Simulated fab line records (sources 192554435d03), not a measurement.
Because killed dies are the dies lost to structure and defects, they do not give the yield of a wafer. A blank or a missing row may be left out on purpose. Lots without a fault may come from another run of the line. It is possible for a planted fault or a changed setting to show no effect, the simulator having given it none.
Split-lot trial    flow n5 finfet    on a route of 1938 steps: 7 lots, 21 wafers read

THE SPLIT
At N5_PMOS_HMC_CHANNEL_EPI_ETCH_32 (etches BARC in N2/H2, stops on SiO2, target depth 85.8 nm, time 50.3 s), the setting bias w was moved away from the recipe's 150 W on 4 of the 21 wafers read, by -4.9% to +10.1%. The other wafers ran this setting at the recipe's value.

The split's own step is where the reading is taken.

THE READING
rf vpp V, in V, at N5_PMOS_HMC_CHANNEL_EPI_ETCH_32 (etches BARC in N2/H2, stops on SiO2, target depth 85.8 nm, time 50.3 s). A value of 524.1 V with a standard deviation of 2.5 V is what fault-free wafers of this fab line usually give.

wafer   tool, chamber at the split  bias w as run, W  against the recipe  rf vpp V, V  against lot-mates on the recipe
L076.1  rie diel-01, 0              142.7             -4.9%               509.6        -17.0
L076.4  rie diel-01, 2              142.7             -4.9%               507.8        -18.8
L076.6  rie diel-01, 0              150               recipe              526.6        -
L079.2  rie diel-06, 2              150               recipe              527.4        -
L079.3  rie diel-06, 0              150               recipe              523.1        -
L079.6  rie diel-06, 2              150               recipe              525.4        -
L081.3  rie diel-02, 3              150               recipe              524.2        -
L081.4  rie diel-02, 0              150               recipe              521.0        -
L081.5  rie diel-02, 3              150               recipe              523.2        -
L083.1  rie diel-02, 3              165.1             +10.1%              554.8        +34.4
L083.3  rie diel-02, 2              165.1             +10.1%              560.0        +39.6
L083.6  rie diel-02, 0              150               recipe              520.4        -
L086.1  rie diel-02, 2              150               recipe              526.4        -
L086.2  rie diel-02, 1              150               recipe              520.6        -
L086.3  rie diel-02, 0              150               recipe              519.0        -
L088.4  rie diel-06, 0              150               recipe              522.5        -
L088.5  rie diel-06, 2              150               recipe              526.3        -
L088.6  rie diel-06, 3              150               recipe              525.4        -
L089.1  rie diel-01, 2              150               recipe              522.5        -
L089.2  rie diel-01, 1              150               recipe              521.5        -
L089.6  rie diel-01, 2              150               recipe              524.8        -

FIT RESULTS
A straight line over all 21 wafers: rf vpp V changes by +3.3 V for each +1% of bias w; r = +0.98; the points scatter about the line by 2.5 V.
The same after taking each lot's own level away (the mean of its wafers on the recipe; 21 wafers): +3.68 V for each +1%; r = +0.99; scatter 2 V.
On that fit, the largest move of bias w shifts the reading by 37 V.
Measured against the standard deviation above, the lots' own levels, which go from 520.40 to 526.60 V, span 2.5 times it.
In other words, the slope is changed by the lot-to-lot level; the two fits disagree.
Check: with one of the wafers moved furthest among these (+10.1%) left out of the fit, the line predicts +38.9 V for it against its lot-mates. It came out at +34.4 V against them.
Tool readings at the split's step, against how far the setting was moved: rf vpp V r = +0.98.

THE FILE'S OWN FIT
rf vpp V changes by +3.67 V for each +1% of bias w, r = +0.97.
